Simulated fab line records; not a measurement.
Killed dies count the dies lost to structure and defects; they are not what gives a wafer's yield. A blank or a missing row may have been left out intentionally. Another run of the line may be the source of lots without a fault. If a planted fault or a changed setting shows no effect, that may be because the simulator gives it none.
A lot that was struck, set against a sound lot	flow nandHarc	14 steps out of a route of 1302
Sound: these wafers, L805.1, L805.3, L805.4. The struck wafers were L811.2, L811.3, L811.4. At the end, the cause is stated.
Per side, at each step with rows, come the tool, then ch with its chambers, and then its first start. Under that, the readings that differ: sound wafers	struck wafers	difference of the means	sigmas: that difference in standard deviations of wafers without a fault.
alike: same words and numbers on both sides, and readings whose means sit less than 2 such deviations apart. not compared: any withheld reading, any reading some wafer has no value for, any bound like >300 that may hide the same value, and any number with overlapping values for which the record gives no deviation.
The two part at a step that has a row with sigmas, a row that says differs or no value, or rows on one side only. Numbers that have no deviation but don't overlap get no sigmas and don't part them. A reading that every wafer of one side lacks parts them only if that side has two wafers or more.

NHARC_P_CONTACT_CD_MEAS_19:
  struck on cdSem-01, day 10 19:35; sound on cdSem-03, day 8 11:03
  alike: cdNm
NHARC_P_CONTACT_STRIP_28: strips in O2.
  sound on rieDiel-12 ch 0,1,3, day 8 11:08; struck on rieDiel-01 ch 1,2,3, day 10 19:39
reading	sound	struck	difference	sigmas
rfHoursCounterH (h)	2 2 2	1 1 1	-1	
  alike: drypumpMotorCurrentA, oesProductAu, rfVppV, showerheadPlenumPTorr, throttleValvePct
then, 1 step without rows for these wafers: NHARC_P_CONTACT_STRIP_29 (strips in post etch residue remover, time 1200 s).
NHARC_P_CONTACT_DEGAS_38: time 60 s.
  struck on pvdSputter-02, day 10 20:17; sound on pvdSputter-01, day 8 11:46
  alike: heaterPowerW
then, 2 steps without rows for these wafers: NHARC_P_CONTACT_PRE_CLEAN_39 (time 19.5 s); NHARC_P_CONTACT_PVD_32 (deposits Ti, target thk 5 nm, time 17.7 s).
NHARC_P_CONTACT_ALD_22: deposits TiN, target thk 3 nm, pulse time 1 s, ald cycles 150.
  sound on aldMetal-02 ch 0,1, day 8 12:00; struck on aldMetal-02 ch 0,1,3, day 10 20:31
  alike: heaterPowerW, precursorPulseHeightRel
NHARC_P_CONTACT_CVD_23: deposits W, target thk 200 nm, time 557 s.
  sound: cvdW-02 ch 0,1; struck: cvdW-01 ch 0,1
  alike: heaterPowerW, throttleValvePct
NHARC_P_CONTACT_CMP_24: polishes, t overpolish 30 s, target thk 200 nm.
  sound on cmp-03 ch 0,2,3, day 8 12:53; struck on cmp-04 ch 1,2,3, day 10 21:23
reading	sound	struck	difference	sigmas
timeToEndpointS (s)	38 35 38	45 44 48	+9	+3
  alike: motorCurrentA, overpolishRunS
after that, 1 step had no rows for these wafers: NHARC_P_CONTACT_SRD_26.
NHARC_P_CONTACT_INSPECT_27:
  struck on defectInspect-01, day 10 21:47; sound on defectInspect-02, day 8 13:17
  alike: rawDefectCount
NHARC_P_M0_DEP_00: deposits SiOC, target thk 150 nm.
  sound on pecvd-02 ch 0,1, day 8 13:24; struck on pecvd-01 ch 0,1,2, day 10 22:21
then, 1 step without rows for these wafers: NHARC_P_M0_DEHYDRATE_01 (time 120 s).
-- the record jumps here: 19 days lie between the struck wafers' starts before and after (it left off in module P_M0 and takes up again in module END, whose first step shown is number 1302 of the route) --
NHARC_END_SORT_01:
  sound on prober-01 ch 0, day 26 22:57; struck on prober-01 ch 0, day 29 13:31
reading	sound	struck	difference	sigmas
defectLimitedYield (%)	89 88 89	0 0 0	-89	-30
killedAtPeriphery	3 2 5	610 621 635	+619	+99 or more
killedDies	77 82 73	677 677 677	+600	+29
  alike: killedAtArray, killedAtOther, killedOpen, killedShort

== WHERE THEY PART ==
Earliest at NHARC_P_CONTACT_CMP_24; latest, in this record, at NHARC_END_SORT_01.

WHY: what the simulator had put in
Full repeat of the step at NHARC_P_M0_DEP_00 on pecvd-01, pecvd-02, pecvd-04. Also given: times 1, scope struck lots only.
